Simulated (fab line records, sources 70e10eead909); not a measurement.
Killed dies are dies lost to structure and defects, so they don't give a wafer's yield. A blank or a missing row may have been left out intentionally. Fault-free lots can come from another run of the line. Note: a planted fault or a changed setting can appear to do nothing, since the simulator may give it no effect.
A struck lot beside a sound one ; flow nand harc ; 23 steps out of a route of 1302
Sound: these wafers, L198.2, L198.4, L198.6. Struck: wafer L184.3 (left out: L184.2, L184.5 of the same lot, which were not struck); the cause appears at the end.
At each step with rows: each side's tool, then ch and its chambers, then its first start. Under that, the readings that differ: sound wafers ; struck wafers ; difference of the means ; sigmas: that difference in standard deviations of wafers without a fault.
alike: words and numbers the same on both sides, and readings whose means are apart by under 2 such deviations; not compared: readings that were withheld, readings missing a value for some wafer, numbers with overlapping values and no deviation given by the record, and bounds like >300 which may hide the same value.
The two part at a step that has a row with sigmas, a row that says differs or no value, or rows on one side only. Numbers that have no deviation but don't overlap get no sigmas and don't part them. A reading that every wafer of one side lacks parts them only if that side has two wafers or more.

first, 11 steps without rows for these wafers: NHARC_A_CHANNEL_HOLE_D1_DESCUM_15 (chemistry O2, time 3 s); NHARC_A_CHANNEL_HOLE_D1_ETCH_38 (etches the open film in CF4, target depth 39 nm, time 65 s); NHARC_A_CHANNEL_HOLE_D1_ETCH_39 (etches the open film in N2/H2, target depth 260 nm, time 325 s); NHARC_A_CHANNEL_HOLE_D1_ETCH_34 (etches the open film in CF4/CHF3, target depth 154 nm, time 77 s); NHARC_A_CHANNEL_HOLE_D1_ETCH_16 (etches the open film in O2/COS, target depth 3100 nm, time 806 s); NHARC_A_CHANNEL_HOLE_D1_ETCH_19 (etches the open film in C4F8/O2/Ar, time 34.5 s); NHARC_A_CHANNEL_HOLE_D1_ETCH_20 (etches the open film in C4F8/O2/Ar, time 361.9 s, target depth 1600 nm); NHARC_A_CHANNEL_HOLE_D1_ETCH_21 (etches the open film in C4F8/O2/Ar, time 514.3 s, target depth 1600 nm); NHARC_A_CHANNEL_HOLE_D1_ETCH_22 (etches the open film in C4F8/O2/Ar, time 666.7 s, target depth 1600 nm); NHARC_A_CHANNEL_HOLE_D1_ETCH_23 (etches the open film in C4F8/O2/Ar, time 819 s, target depth 1600 nm); NHARC_A_CHANNEL_HOLE_D1_ETCH_24 (etches the open film in C4F8/O2/Ar, time 906.2 s, target depth 1500 nm).
NHARC_A_CHANNEL_HOLE_D1_ETCH_25: etches the open film in C4F8/O2/Ar, time 1040.2 s, target depth 1500 nm.
  sound on har etch-02 ch 0,1, day 15 22:32; struck on har etch-01 ch 0, day 9 21:07
  alike: c4f8 flow sccm, drypump motor current A, showerhead plenum p Torr, temp c, throttle valve pct
  not compared: rf hours counter h
then, 5 steps without rows for these wafers: NHARC_A_CHANNEL_HOLE_D1_ETCH_26 (etches the open film in C4F8/O2/Ar, time 224.1 s, target depth 300 nm); NHARC_A_CHANNEL_HOLE_D1_ETCH_33 (etches the open film in C4F8/O2/Ar, time 90 s, target depth 400 nm); NHARC_A_CHANNEL_HOLE_D1_STRIP_41 (strips in N2/H2); NHARC_A_CHANNEL_HOLE_D1_STRIP_42 (strips in CF4/CHF3); NHARC_A_CHANNEL_HOLE_D1_STRIP_43 (strips in O2/COS).
NHARC_A_CHANNEL_HOLE_D1_ETCH_44: etches the open film in CF4/O2, target depth 140 nm, overetch 14 nm, time 77 s.
  sound on rie diel-13 ch 0,2,3, day 16 00:13; struck on rie diel-13 ch 3, day 9 22:49
reading;sound;struck;difference;sigmas
model.A_CHANNEL_HOLE_D1.cd nm (nm);89.9 90.72 91.01;87.22;-3.32;
  alike: cf4 flow sccm, drypump motor current A, oes product au, rf vpp V, showerhead plenum p Torr, throttle valve pct
  not compared: rf hours counter h
then, 3 steps without rows for these wafers: NHARC_A_CHANNEL_HOLE_D1_STRIP_27 (strips in O2); NHARC_A_CHANNEL_HOLE_D1_PRECLEAN_28 (cleans in SC1); NHARC_A_CHANNEL_HOLE_D1_SRD_29.
NHARC_A_CHANNEL_HOLE_D1_XSEM_31:
  sound on xsem-01 ch 0, day 16 01:05; struck on xsem-02 ch 0
  alike: bot cd nm, tilt deg
  not compared: bow nm
after that, 1 step had no rows for these wafers: NHARC_END_SORT_01.

WHERE THEY PART
Nowhere in this record.

WHY: what had been put in by the simulator
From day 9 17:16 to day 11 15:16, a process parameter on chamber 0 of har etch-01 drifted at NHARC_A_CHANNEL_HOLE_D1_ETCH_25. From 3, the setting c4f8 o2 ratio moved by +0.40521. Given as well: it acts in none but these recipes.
